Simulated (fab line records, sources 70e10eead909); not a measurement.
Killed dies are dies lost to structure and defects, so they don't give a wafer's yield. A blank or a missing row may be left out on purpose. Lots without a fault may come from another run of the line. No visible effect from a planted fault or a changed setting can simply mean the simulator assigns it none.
A struck lot beside a sound one | flow nand-harc | 15 out of 1159 route steps
Sound: wafers L888.1, L888.4, L888.5. Wafers L899.2, L899.4, L899.6 were the ones struck. Last of all comes the cause.
For every step that has rows: the tool of each side, followed by ch and its chambers, followed by its first start. Under that, the readings that differ: sound wafers | struck wafers | difference of the means | sigmas: that difference in standard deviations of wafers without a fault.
alike: a reading whose means differ by less than 2 such deviations, as well as words and numbers matching on both sides. not compared: withheld readings; readings where some wafer has no value; bounds like >300 that might hide an equal value; numbers whose values overlap and for which the record gives no deviation.
A row with sigmas, a row that says differs or no value, or rows on one side alone: a step with any of these is where the two part. Non-overlapping numbers with no deviation appear without sigmas and do not part them. A reading missing from all wafers of one side parts the sides only when that side holds two or more wafers.

NHARC_A_CONTACT_OVL_MEAS_09:
  sound on overlay-01 at day 17 12:25; struck on overlay-01 at day 19 19:00
  alike: overlay-x-nm, overlay-y-nm
NHARC_A_CONTACT_INSPECT_10:
  sound on defect-inspect-01 at day 17 12:27; struck on defect-inspect-01 at day 19 19:02
  alike: raw-defect-count
then, 1 step without rows for these wafers: NHARC_A_CONTACT_DESCUM_13 (chemistry O2, time 3 s).
NHARC_A_CONTACT_ETCH_88: etches the open film in CF4, target depth 39 nm, time 65 s.
  sound on rie-diel-09 ch 0,1,3, day 17 12:36; struck on rie-diel-11 ch 0,2,3, day 19 19:11
  alike: bias-w, cf4-flow-sccm, drypump-motor-current-A, oes-product-au, rf-vpp-V, showerhead-plenum-p-Torr, throttle-valve-pct
  not compared: rf-hours-counter-h
then, 1 step without rows for these wafers: NHARC_A_CONTACT_ETCH_89 (etches the open film in N2/H2, target depth 260 nm, time 475.3 s).
NHARC_A_CONTACT_ETCH_30: etches the open film in CF4/CHF3, target depth 60.5 nm, time 30.2 s.
  sound on rie-diel-09 ch 1,3; struck on rie-diel-11 ch 1,2,3
  alike: bias-w, cf4-flow-sccm, drypump-motor-current-A, oes-product-au, rf-vpp-V, showerhead-plenum-p-Torr, throttle-valve-pct
  not compared: rf-hours-counter-h
NHARC_A_CONTACT_ETCH_31: etches the open film in O2/COS, target depth 2000 nm, time 520 s.
  sound on rie-diel-09 ch 0,1; struck on rie-diel-11 ch 1,2,3
  reading                         | sound          | struck         | difference | sigmas
  showerhead-plenum-p-Torr (Torr) | 3.35 2.97 3.35 | 2.90 2.89 2.92 | -0.32      | -2
  alike: bias-w, chamber-pressure-mTorr, drypump-motor-current-A, oes-product-au, rf-vpp-V, throttle-valve-pct
  not compared: rf-hours-counter-h
then, 2 steps without rows for these wafers: NHARC_A_CONTACT_ETCH_134 (etches the open film in C4F8/O2/Ar, time 140 s, target depth 700 nm); NHARC_A_CONTACT_ETCH_135 (etches the open film in C4F8/O2/Ar, time 132 s, target depth 1287 nm).
NHARC_A_CONTACT_ETCH_136: etches the open film in C4F8/O2/Ar, time 132 s, target depth 1287 nm.
  sound on har-cap-etch-02 ch 0,1, day 17 13:49; struck on har-cap-etch-03 ch 1, day 19 20:25
  alike: chamber-pressure-mTorr, oes-air-line-au
  not compared: rf-hours-counter-h
NHARC_A_CONTACT_ETCH_137: etches the open film in C4F8/O2/Ar, time 132 s, target depth 1287 nm.
  sound on har-cap-etch-02 ch 0,1, day 17 13:56; struck on har-cap-etch-03 ch 1, day 19 20:32
  alike: chamber-pressure-mTorr, oes-air-line-au
  not compared: rf-hours-counter-h
then, 1 step without rows for these wafers: NHARC_A_CONTACT_ETCH_138 (etches the open film in C4F8/O2/Ar, time 132 s, target depth 1289 nm).
NHARC_A_CONTACT_ETCH_139: etches the open film in C4F8/O2/Ar, time 137 s, target depth 590 nm.
  sound on har-cap-etch-02 ch 0,1, day 17 14:11; struck on har-cap-etch-03 ch 1, day 19 20:47
  no value came back on the struck wafers for chamber-pressure-mTorr (mTorr), oes-air-line-au (a.u.), time-s (s); on the sound wafers chamber-pressure-mTorr (mTorr) reads 20.015 19.998 20.006
  not compared: rf-hours-counter-h
then, 1 step without rows for these wafers: NHARC_A_CONTACT_ETCH_92 (etches the open film in CH3F/O2, target depth 40 nm, time 85.7 s).
-- jump in the record: it breaks off in module A_CONTACT and resumes in module END (first step shown: number 1159 of the route), and 2 days separate the struck wafers' starts before and after --
NHARC_END_SORT_01:
  the record has rows for the struck wafers here (prober-02 ch 0, day 22 07:47) and none for the sound ones

## WHERE THEY PART
Earliest at NHARC_A_CONTACT_ETCH_31; latest, in this record, at NHARC_END_SORT_01.

WHY: whatever the simulator had introduced
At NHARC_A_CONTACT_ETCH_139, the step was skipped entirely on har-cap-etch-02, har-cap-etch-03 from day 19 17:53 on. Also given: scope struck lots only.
